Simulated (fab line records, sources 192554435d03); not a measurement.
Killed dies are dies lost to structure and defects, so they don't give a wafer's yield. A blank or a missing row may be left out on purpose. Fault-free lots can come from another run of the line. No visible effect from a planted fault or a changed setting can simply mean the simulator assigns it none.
The tool behind it: which one?	flow n5-finfet	Sampling: 9 lots, 26 wafers, 6 of 1938 route steps

== WHAT THE GAUGES SHOWED, per wafer ==
N5_HKMG_FIN_CD_MEAS_12 targets a cd of 92.8 nm. Usual: cd-nm at 92.8 nm, with a standard deviation of 0.62.
lot	measured	on	cd-nm (nm)	flag
L951	day 4 09:17	cd-sem-01	92.2 93.9 92.2	
L952	day 4 15:42	cd-sem-02	92.1 92.4 92.3	
L955	day 5 10:49	cd-sem-01	85.9 85.7 85.7	OFF
L960	day 6 18:32	cd-sem-03	86.4 87.2 87.1	OFF
L961	day 6 22:30	cd-sem-01	93.8 93.8 93.5	
L963	day 8 07:19	cd-sem-02	92.7 93.6 92.3	
L964	day 8 10:45	cd-sem-03	92.5 91.9 92.3	
L966	day 8 13:20	cd-sem-02	91.9 92.2 91.3	
L969	day 9 16:04	cd-sem-01	93.1 93.3	

N5_BEOL_M4_RC_MEAS_101. Usual: DIBL_N 37.2 mV/V, standard deviation 2.1; DIBL_P 37.3 mV/V, standard deviation 2.3; IOFF_N 0.18 nA/um, standard deviation 0.041; IOFF_P 0.24 nA/um, standard deviation 0.042; ION_N 680 uA/um, standard deviation 13; ION_P 466 uA/um, standard deviation 7.7; SS_N 71.8 mV/dec, standard deviation 0.68; SS_P 73.5 mV/dec, standard deviation 0.66; VT_N 249 mV, standard deviation 3.6; VT_P -248 mV, standard deviation 3.4.
lot	measured	on	DIBL_N (mV/V)	DIBL_P (mV/V)	IOFF_N (nA/um)	IOFF_P (nA/um)	ION_N (uA/um)	ION_P (uA/um)	SS_N (mV/dec)	SS_P (mV/dec)	VT_N (mV)	VT_P (mV)	flag
L951	day 8 17:01	prober-01	34.4 33.4 35.9	34.0 33.2 36.3	0.15 0.13 0.18	0.20 0.17 0.23	677 665 684	472 455 463	70.9 70.7 71.7	73.2 73.0 73.2	249 250 245	-249 -254 -247	
L952	day 8 14:06	prober-01	38.8 37.1 38.4	39.0 37.3 38.6	0.22 0.19 0.21	0.26 0.22 0.25	688 686 702	462 463 467	72.4 72.2 72.2	73.5 73.2 73.4	248 247 245	-249 -251 -248	
L955	day 9 13:08	prober-02	39.4 35.0 35.1	39.2 33.6 34.5	0.25 0.14 0.15	0.30 0.21 0.23	694 656 679	472 460 471	72.9 71.2 70.9	73.9 72.8 73.0	243 252 248	-246 -249 -248	
L960	day 10 16:29	prober-02	34.7 39.6 35.5	33.7 40.1 35.8	0.13 0.23 0.15	0.19 0.33 0.24	662 684 671	458 472 467	70.9 72.3 71.3	71.9 74.6 73.0	251 243 251	-248 -243 -245	
L961	day 10 13:31	prober-01	42.0 39.3 40.1	39.8 37.0 38.6	0.26 0.19 0.23	0.28 0.23 0.26	686 676 709	462 457 480	72.7 72.1 72.5	74.2 74.4 74.3	242 249 243	-247 -248 -243	
L963	day 11 14:58	prober-02	40.0 37.1 36.7	39.4 37.3 37.1	0.23 0.16 0.18	0.28 0.25 0.24	675 670 676	465 464 463	73.4 72.4 72.5	73.5 72.5 73.6	246 252 247	-245 -247 -246	
L964	day 12 04:55	prober-01	37.5 39.4 38.5	36.8 39.0 37.9	0.17 0.21 0.18	0.22 0.24 0.23	677 681 678	468 469 466	71.5 72.1 72.5	73.2 74.9 73.8	249 248 247	-246 -247 -247	
L966	day 12 07:14	prober-02	34.8 36.9 35.8	34.9 38.3 37.3	0.13 0.16 0.15	0.19 0.25 0.23	678 687 685	467 475 470	71.0 71.2 71.2	72.9 73.7 72.9	255 251 252	-248 -245 -249	
L969	day 13 20:22	prober-01	37.3 39.4	36.5 38.5	0.15 0.18	0.20 0.23	673 673	461 456	71.4 72.3	73.8 74.2	254 254	-255 -252	

== EACH LOT AND THE TOOL THAT RAN IT (in order: tool; ch and the chambers of the sampled wafers; start) ==
lot	N5_HKMG_FIN_DESCUM_53	N5_HKMG_FIN_STRIP_93	N5_HKMG_FIN_EXPOSE_09	N5_HKMG_FIN_ETCH_32
L951	rie-diel-04 ch 2,3, day 4 06:00	rie-diel-04 ch 2,3, day 4 06:44	arfi-scanner-01 ch 0, day 4 09:10	rie-diel-05 ch 2,3, day 4 09:34
L952	rie-diel-06 ch 1,2, day 4 12:23	rie-diel-06 ch 1,2, day 4 13:07	arfi-scanner-01 ch 0, day 4 15:35	rie-diel-05 ch 0,1,3, day 4 15:54
L955	rie-diel-06 ch 1,2, day 5 07:38	rie-diel-06 ch 1,2, day 5 08:21	arfi-scanner-01 ch 0, day 5 10:41	rie-diel-04 ch 0,2,3, day 5 10:59
L960	rie-diel-06 ch 1,2, day 6 15:16	rie-diel-06 ch 1,2, day 6 15:59	arfi-scanner-01 ch 0, day 6 18:25	rie-diel-06 ch 0,2,3, day 6 18:59
L961	rie-diel-04 ch 0,1,3, day 6 18:48	rie-diel-04 ch 0,1,3, day 6 19:32	arfi-scanner-03 ch 0, day 6 22:23	rie-diel-06 ch 0,3, day 6 22:40
L963	rie-diel-04 ch 1,2,3, day 8 04:10	rie-diel-04 ch 1,2,3, day 8 04:54	arfi-scanner-03 ch 0, day 8 07:12	rie-diel-04 ch 1,2,3, day 8 07:49
L964	rie-diel-05 ch 2,3, day 8 07:25	rie-diel-05 ch 2,3, day 8 08:08	arfi-scanner-03 ch 0, day 8 10:37	rie-diel-06 ch 1,2,3, day 8 11:43
L966	rie-diel-04 ch 0,2,3, day 8 09:58	rie-diel-04 ch 0,2,3, day 8 10:41	arfi-scanner-02 ch 0, day 8 13:13	rie-diel-06 ch 2,3, day 8 13:31
L969	rie-diel-05 ch 1, day 9 12:54	rie-diel-05 ch 1, day 9 13:38	arfi-scanner-02 ch 0, day 9 15:56	rie-diel-06 ch 0,3, day 9 16:14
- N5_HKMG_FIN_DESCUM_53: chemistry O2, time 7.9 s.
- N5_HKMG_FIN_STRIP_93: strips SOC in N2/H2, time 20 s.
- N5_HKMG_FIN_EXPOSE_09: exposes mask NWFM.
- N5_HKMG_FIN_ETCH_32: etches SOC in N2/H2, target depth 240 nm, time 300 s.

== AS READ BY THE TOOLS THEMSELVES (means over the sampled wafers that have a number; for cases with no such wafer, the mark the record gives instead) ==
N5_HKMG_FIN_DESCUM_53. Usual: chamber-pressure-mTorr 20.001 mTorr, standard deviation 0.017; drypump-motor-current-A 5.6 A, standard deviation 0.48; oes-product-au 0.79 a.u., standard deviation 0.083; rf-vpp-V 243.5 V, standard deviation 1.4; showerhead-plenum-p-Torr 2.11 Torr, standard deviation 0.076; throttle-valve-pct 20.42 %, standard deviation 0.26.
lot	tool	chamber-pressure-mTorr (mTorr)	drypump-motor-current-A (A)	oes-product-au (a.u.)	rf-vpp-V (V)	showerhead-plenum-p-Torr (Torr)	throttle-valve-pct (%)	flag
L951	rie-diel-04	20.028	5.8	0.82	243.0	2.09	20.52	
L952	rie-diel-06	19.998	5.2	0.73	242.4	2.07	20.24	
L955	rie-diel-06	20.003	5.2	0.73	243.3	2.06	20.25	
L960	rie-diel-06	19.995	5.5	0.75	241.7	2.04	20.37	
L961	rie-diel-04	19.997	5.5	0.79	242.9	2.09	20.26	
L963	rie-diel-04	20.000	5.8	0.77	243.1	2.09	20.42	
L964	rie-diel-05	19.993	5.5	0.78	245.0	2.18	20.50	
L966	rie-diel-04	20.004	5.4	0.80	243.3	2.08	20.42	
L969	rie-diel-05	20.001	5.1	0.99	244.2	2.16	20.59	

N5_HKMG_FIN_STRIP_93. Usual: chamber-pressure-mTorr 50.00 mTorr, standard deviation 0.048; drypump-motor-current-A 5.6 A, standard deviation 0.48; h2-flow-sccm 300.0 sccm, standard deviation 0.91; n2-flow-sccm 300.0 sccm, standard deviation 1; oes-product-au 0.79 a.u., standard deviation 0.082; rf-vpp-V 54.3 V, standard deviation 0.97; showerhead-plenum-p-Torr 3.39 Torr, standard deviation 0.12; throttle-valve-pct 18.9 %, standard deviation 0.31.
lot	tool	chamber-pressure-mTorr (mTorr)	drypump-motor-current-A (A)	h2-flow-sccm (sccm)	n2-flow-sccm (sccm)	oes-product-au (a.u.)	rf-vpp-V (V)	showerhead-plenum-p-Torr (Torr)	throttle-valve-pct (%)	flag
L951	rie-diel-04	49.99	5.8	300.2	299.1	0.84	54.5	3.36	19.2	
L952	rie-diel-06	50.00	5.3	300.8	299.2	0.72	53.4	3.31	18.8	
L955	rie-diel-06	50.02	5.2	300.2	300.0	0.73	55.3	3.30	18.8	
L960	rie-diel-06	50.03	5.5	300.3	299.9	0.74	53.5	3.27	18.8	
L961	rie-diel-04	50.00	5.5	300.6	299.5	0.79	54.6	3.36	18.9	
L963	rie-diel-04	50.05	5.8	299.3	300.2	0.78	55.1	3.37	19.0	
L964	rie-diel-05	50.03	5.5	300.8	300.5	0.78	55.0	3.47	18.6	
L966	rie-diel-04	50.00	5.5	300.1	300.1	0.80	54.6	3.33	19.1	
L969	rie-diel-05	50.01	5.2	299.6	300.2	0.97	54.7	3.42	18.5	

N5_HKMG_FIN_EXPOSE_09. Usual: exposure-dose-mJ-cm2 at 39.21, with a standard deviation of 0.039.
lot	tool	exposure-dose-mJ-cm2	flag
L951	arfi-scanner-01	39.22	
L952	arfi-scanner-01	39.20	
L955	arfi-scanner-01	35.00	OFF
L960	arfi-scanner-01	35.83	OFF
L961	arfi-scanner-03	39.15	
L963	arfi-scanner-03	39.21	
L964	arfi-scanner-03	39.16	
L966	arfi-scanner-02	39.16	
L969	arfi-scanner-02	39.22	

N5_HKMG_FIN_ETCH_32. Usual: chamber-pressure-mTorr 30.001 mTorr, standard deviation 0.029; drypump-motor-current-A 5.6 A, standard deviation 0.49; h2-flow-sccm 200.1 sccm, standard deviation 0.6; n2-flow-sccm 200.0 sccm, standard deviation 0.55; oes-product-au 0.78 a.u., standard deviation 0.079; rf-vpp-V 524.5 V, standard deviation 2.7; showerhead-plenum-p-Torr 2.56 Torr, standard deviation 0.096; throttle-valve-pct 17.79 %, standard deviation 0.19.
lot	tool	chamber-pressure-mTorr (mTorr)	drypump-motor-current-A (A)	h2-flow-sccm (sccm)	n2-flow-sccm (sccm)	oes-product-au (a.u.)	rf-vpp-V (V)	showerhead-plenum-p-Torr (Torr)	throttle-valve-pct (%)	flag
L951	rie-diel-05	29.957	5.3	200.8	200.9	0.69	522.0	2.46	17.73	
L952	rie-diel-05	30.011	5.8	200.2	199.6	0.73	523.8	2.56	17.90	
L955	rie-diel-04	30.021	5.5	200.1	200.2	0.85	523.7	2.53	17.82	
L960	rie-diel-06	29.983	5.6	199.4	200.3	0.81	526.1	2.64	17.77	
L961	rie-diel-06	29.960	5.9	200.0	200.0	0.84	527.3	2.69	17.88	
L963	rie-diel-04	30.027	5.8	200.0	199.6	0.79	524.7	2.55	17.84	
L964	rie-diel-06	29.983	5.6	200.5	199.8	0.74	524.5	2.54	17.77	
L966	rie-diel-06	29.998	5.7	200.0	200.0	0.75	525.5	2.61	17.80	
L969	rie-diel-06	30.027	5.9	199.8	201.1	0.84	527.8	2.69	17.92	

== THE ANSWER, worked out from the rows above alone ==
Rule: a lot counts as off when the mean over its wafers that have a number is more than 3 standard deviations away from the usual mean. Also off: a lot with no number at a reading for which 4 or more lots have one. Where the step has rows for the other lots, those lots are counted as sound. Order of review: gauges by route order, followed by the tools' own readings, for which a lot's mean as printed above is used. The first step at which some lot is off is used, and at that step the reading that is off furthest; a lot without a number counts as furthest.
Off, at N5_HKMG_FIN_CD_MEAS_12 on cd-nm: L955, L960.
A tool fits if, at a process step before that reading, it ran every lot that is off, and no sound lot after the first of them. Not tried: the gauges at N5_HKMG_FIN_CD_MEAS_12; whatever is off there is also off at N5_HKMG_FIN_EXPOSE_09, on other tools, and gauge error can't account for it. This does not decide it: 2 tools fit, namely rie-diel-06 at N5_HKMG_FIN_DESCUM_53 and N5_HKMG_FIN_STRIP_93 and arfi-scanner-01 at N5_HKMG_FIN_EXPOSE_09.

== WHAT THE SIMULATOR HAD INSERTED ==
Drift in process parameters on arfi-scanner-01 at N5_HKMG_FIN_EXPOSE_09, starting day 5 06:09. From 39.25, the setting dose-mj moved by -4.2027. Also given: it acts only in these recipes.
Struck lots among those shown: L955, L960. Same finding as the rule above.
